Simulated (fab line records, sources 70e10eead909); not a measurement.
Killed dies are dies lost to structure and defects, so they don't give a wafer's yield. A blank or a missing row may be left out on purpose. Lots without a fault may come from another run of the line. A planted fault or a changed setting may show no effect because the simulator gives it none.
A struck lot beside a sound one | flow nand_harc | 19 steps out of a route of 1302
Sound: wafers L997.2, L997.3, L997.4. Struck: wafers L106.4, L106.5, L106.6. The cause comes at the end.
At each step with rows: each side's tool, then ch and its chambers, then its first start. Under that, the readings that differ: sound wafers | struck wafers | difference of the means | sigmas: that difference in standard deviations of wafers without a fault.
alike: readings whose means differ by less than 2 such deviations, and words and numbers that are the same on both sides. not compared: withheld readings, readings that some wafer has no value for, bounds like >300 that may hide the same value, and numbers for which the record gives no deviation and whose values overlap.
The two part at a step that has a row with sigmas, a row that says differs or no value, or rows on one side only. Numbers that don't overlap but have no deviation are shown without sigmas and don't part them. A reading that every wafer of one side lacks parts them only if that side has two wafers or more.

NHARC_P_ZERO_WELL_CD_MEAS_11: target cd 500 nm.
  sound on cd_sem-03 ch 0, day 3 03:15; struck on cd_sem-02 ch 0, day 6 21:16
  alike: cd_nm
then, 1 step without rows for these wafers: NHARC_P_ZERO_WELL_HARDBAKE_12 (time 65 s).
NHARC_P_ZERO_WELL_DESCUM_13: chemistry O2, time 3 s.
  sound on rie_diel-01 ch 0,2,3, day 3 03:24; struck on rie_diel-01 ch 0,2,3, day 6 21:28
  reading                | sound | struck | difference                    | sigmas
  rf_hours_counter_h (h) | 5 3 5 | - - -  | no value on the struck wafers |
  alike: drypump_motor_current_A, oes_product_au, rf_vpp_V, showerhead_plenum_p_Torr, throttle_valve_pct
NHARC_P_ZERO_WELL_ETCH_65: etches the open film in N2/H2, target depth 80 nm, overetch 24 nm, time 87.88 s.
  sound on rie_diel-01 ch 0,1,2, day 3 03:29; struck on rie_diel-01 ch 0,2,3, day 6 21:33
  reading                | sound | struck | difference                    | sigmas
  rf_hours_counter_h (h) | 5 3 5 | - - -  | no value on the struck wafers |
  alike: drypump_motor_current_A, oes_product_au, rf_fwd_power_W, rf_vpp_V, showerhead_plenum_p_Torr, throttle_valve_pct
NHARC_P_ZERO_WELL_ETCH_62: etches the open film in CHF3/Ar, target depth 13 nm, time 6.5 s.
  sound on rie_diel-01 ch 0,1,3; struck on rie_diel-01 ch 0,2,3
  reading                | sound | struck | difference                    | sigmas
  rf_hours_counter_h (h) | 5 5 5 | - - -  | no value on the struck wafers |
  alike: drypump_motor_current_A, oes_product_au, rf_fwd_power_W, rf_vpp_V, showerhead_plenum_p_Torr, throttle_valve_pct
NHARC_P_ZERO_WELL_ETCH_63: etches the open film in HBr/Cl2, target depth 120 nm, time 40.1 s.
  sound on rie_si-01 ch 0,2,3, day 3 03:40; struck on rie_si-03 ch 0,1,2, day 6 21:44
  alike: drypump_motor_current_A, hbr_flow_sccm, oes_product_au, rf_fwd_power_W, throttle_valve_pct
  not compared: rf_hours_counter_h
then, 6 steps without rows for these wafers: NHARC_P_ZERO_WELL_STRIP_15 (strips in SPM, time 900 s); NHARC_P_ZERO_WELL_DEHYDRATE_16 (time 120 s); NHARC_P_ZERO_WELL_HMDS_17 (time 30 s); NHARC_P_ZERO_WELL_COAT_18; NHARC_P_ZERO_WELL_SOFTBAKE_19 (time 95 s); NHARC_P_ZERO_WELL_EBR_20.
NHARC_P_ZERO_WELL_EXPOSE_21: exposes mask P NWELL, target cd 720 nm.
  sound on krf_scanner-04 ch 0, day 3 04:26; struck on krf_scanner-02 ch 0, day 6 22:30
  reading | sound                         | struck                                 | difference | sigmas
  mask    | P_NWELL#0 P_NWELL#0 P_NWELL#0 | P_NWELL_R1#0 P_NWELL_R1#0 P_NWELL_R1#0 | differs    |
  alike: reticle_temp_C
then, 2 steps without rows for these wafers: NHARC_P_ZERO_WELL_PEB_22 (peb time 85 s); NHARC_P_ZERO_WELL_DEVELOP_23 (time 70 s).
NHARC_P_ZERO_WELL_CD_MEAS_24: target cd 720 nm.
  sound on cd_sem-02 ch 0, day 3 04:35; struck on cd_sem-02 ch 0, day 6 22:39
  reading    | sound             | struck            | difference | sigmas
  cd_nm (nm) | 718.0 718.9 720.9 | 686.9 684.5 686.7 | -33.2      | -22
then, 1 step without rows for these wafers: NHARC_P_ZERO_WELL_HARDBAKE_25 (time 80 s).
NHARC_P_ZERO_WELL_DESCUM_26: chemistry O2, time 3 s.
  sound on rie_diel-01 ch 0,2,3, day 3 04:47; struck on rie_diel-05 ch 1,2, day 6 22:48
  reading                      | sound             | struck            | difference | sigmas
  model.P_ZERO_WELL.cd_nm (nm) | 718.2 719.2 720.5 | 686.2 684.5 686.5 | -33.6      |
  alike: drypump_motor_current_A, oes_product_au, rf_vpp_V, showerhead_plenum_p_Torr, throttle_valve_pct
  not compared: rf_hours_counter_h
then, 1 step without rows for these wafers: NHARC_P_ZERO_WELL_IMPLANT_27.

WHERE THEY PART
First at NHARC_P_ZERO_WELL_DESCUM_13; last, within this record, at NHARC_P_ZERO_WELL_CD_MEAS_24. Later steps at which nothing parts them and some readings are alike: NHARC_P_ZERO_WELL_DESCUM_26.

WHY: what the simulator had put in
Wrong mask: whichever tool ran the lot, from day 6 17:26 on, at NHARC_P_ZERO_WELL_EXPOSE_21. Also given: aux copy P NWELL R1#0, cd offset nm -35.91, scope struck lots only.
